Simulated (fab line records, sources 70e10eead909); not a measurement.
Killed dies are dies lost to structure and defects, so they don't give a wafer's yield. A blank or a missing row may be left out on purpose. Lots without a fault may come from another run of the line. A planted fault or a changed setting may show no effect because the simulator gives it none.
Chamber matching | flow nand_harc | NHARC_P_CONTACT_CMP_24 on cmp-04: 4 sister chambers
The step polishes, t overpolish 30 s, target thk 200 nm. 4 wafers are shown with their chamber, then 7 later ones without.

WAFERS WITH THEIR CHAMBER
wafer  | chamber | motor_current_A (A)
L487.3 | 1       | 11.5
L487.4 | 2       | 13.8
L489.1 | 0       | 12.0
L489.4 | 3       | 13.1

WAFERS WITHOUT THEIR CHAMBER
wafer  | motor_current_A (A)
L489.5 | 14.4
L497.1 | 11.2
L497.4 | 13.0
L497.5 | 13.6
L504.3 | 12.4
L504.4 | 14.7
L504.5 | 13.6

WHICH CHAMBER EACH WENT THROUGH
wafer  | from the rows above          | in truth
L489.5 | can't be placed: 2 or 3      | 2
L497.1 | can't be placed: 1 or 0      | 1
L497.4 | can't be placed: 3 or 2 or 0 | 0
L497.5 | can't be placed: 2 or 3      | 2
L504.3 | can't be placed: 0 or 3 or 1 | 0
L504.4 | can't be placed: 2 or 3      | 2
L504.5 | can't be placed: 2 or 3      | 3
Placed correctly: 0 of 7. Can't be placed from these rows: 7 (the true chamber is among the candidates in 7). Placed wrongly: 0.
How it was worked out, from the rows above alone: a wafer's distance from a chamber is the root of the sum, over the readings, of the square of ((its reading less the chamber's mean) divided by the reading's scatter). The wafer belongs to the nearest chamber; if the next one is less than 2 further off, it can't be placed. A chamber's mean is the mean of its shown wafers. The scatter: with one shown wafer a chamber, the root of the mean of the squares of how far each hidden wafer lies from its nearest shown one.
